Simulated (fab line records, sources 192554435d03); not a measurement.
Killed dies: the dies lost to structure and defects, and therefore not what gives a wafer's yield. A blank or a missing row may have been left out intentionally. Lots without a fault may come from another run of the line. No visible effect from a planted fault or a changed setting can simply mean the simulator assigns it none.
Chamber matching :: flow n5-finfet :: 4 sister chambers for N5_BEOL_M0_SAQP_SPACER2_ALD_26 on ald-sin-02
The step deposits SiO2, target thk 15 nm, pulse time 1 s, purge time 2 s. 8 wafers are shown with their chamber, then 10 later ones without.

WAFERS PAIRED WITH THEIR CHAMBERS
wafer: L087.1
chamber: 0
heater-power-w (W): 430
precursor-pulse-height-rel: 0.997

wafer: L087.3
chamber: 2
heater-power-w (W): 443
precursor-pulse-height-rel: 0.994

wafer: L087.4
chamber: 1
heater-power-w (W): 433
precursor-pulse-height-rel: 0.998

wafer: L087.6
chamber: 0
heater-power-w (W): 422
precursor-pulse-height-rel: 1.010

wafer: L089.1
chamber: 2
heater-power-w (W): 456
precursor-pulse-height-rel: 0.994

wafer: L089.3
chamber: 1
heater-power-w (W): 427
precursor-pulse-height-rel: 0.999

wafer: L094.1
chamber: 3
heater-power-w (W): 413
precursor-pulse-height-rel: 0.978

wafer: L094.5
chamber: 3
heater-power-w (W): 421
precursor-pulse-height-rel: 1.020

WAFERS WITHOUT THEIR CHAMBER
wafer: L094.6
heater-power-w (W): 456
precursor-pulse-height-rel: 0.980

wafer: L095.4
heater-power-w (W): 420
precursor-pulse-height-rel: 0.987

wafer: L095.5
heater-power-w (W): 419
precursor-pulse-height-rel: 1.008

wafer: L095.6
heater-power-w (W): 427
precursor-pulse-height-rel: 0.978

wafer: L096.3
heater-power-w (W): 456
precursor-pulse-height-rel: 1.002

wafer: L096.4
heater-power-w (W): 412
precursor-pulse-height-rel: 1.025

wafer: L096.6
heater-power-w (W): 426
precursor-pulse-height-rel: 1.012

wafer: L097.3
heater-power-w (W): 435
precursor-pulse-height-rel: 1.007

wafer: L097.4
heater-power-w (W): 425
precursor-pulse-height-rel: 0.949

wafer: L097.5
heater-power-w (W): 439
precursor-pulse-height-rel: 0.999

WHICH CHAMBER EACH WENT THROUGH
wafer: L094.6
from the rows above: 2
in truth: 2

wafer: L095.4
from the rows above: can't be placed: 3 or 0 or 1
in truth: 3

wafer: L095.5
from the rows above: can't be placed: 3 or 0 or 1
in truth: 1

wafer: L095.6
from the rows above: can't be placed: 1 or 0 or 3
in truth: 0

wafer: L096.3
from the rows above: 2
in truth: 2

wafer: L096.4
from the rows above: can't be placed: 3 or 0 or 1
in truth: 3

wafer: L096.6
from the rows above: can't be placed: 0 or 1 or 3
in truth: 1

wafer: L097.3
from the rows above: can't be placed: 1 or 0 or 2 or 3
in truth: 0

wafer: L097.4
from the rows above: can't be placed: 1 or 3 or 0 or 2
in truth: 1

wafer: L097.5
from the rows above: can't be placed: 1 or 2 or 0
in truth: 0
Placed correctly: 2 of 10. Can't be placed from these rows: 8 (the true chamber is among the candidates in 8). Placed wrongly: 0.
How it was worked out, from the rows above alone: a wafer's distance from a chamber is the root of the sum, over the readings, of the square of ((its reading less the chamber's mean) divided by the reading's scatter). The wafer belongs to the nearest chamber; if the next one is less than 2 further off, it can't be placed. For every chamber, the mean is computed from those of its wafers that are shown. The scatter: the root of (the sum of the squares of (reading less its chamber's mean) over the shown wafers, divided by (wafers less chambers)).
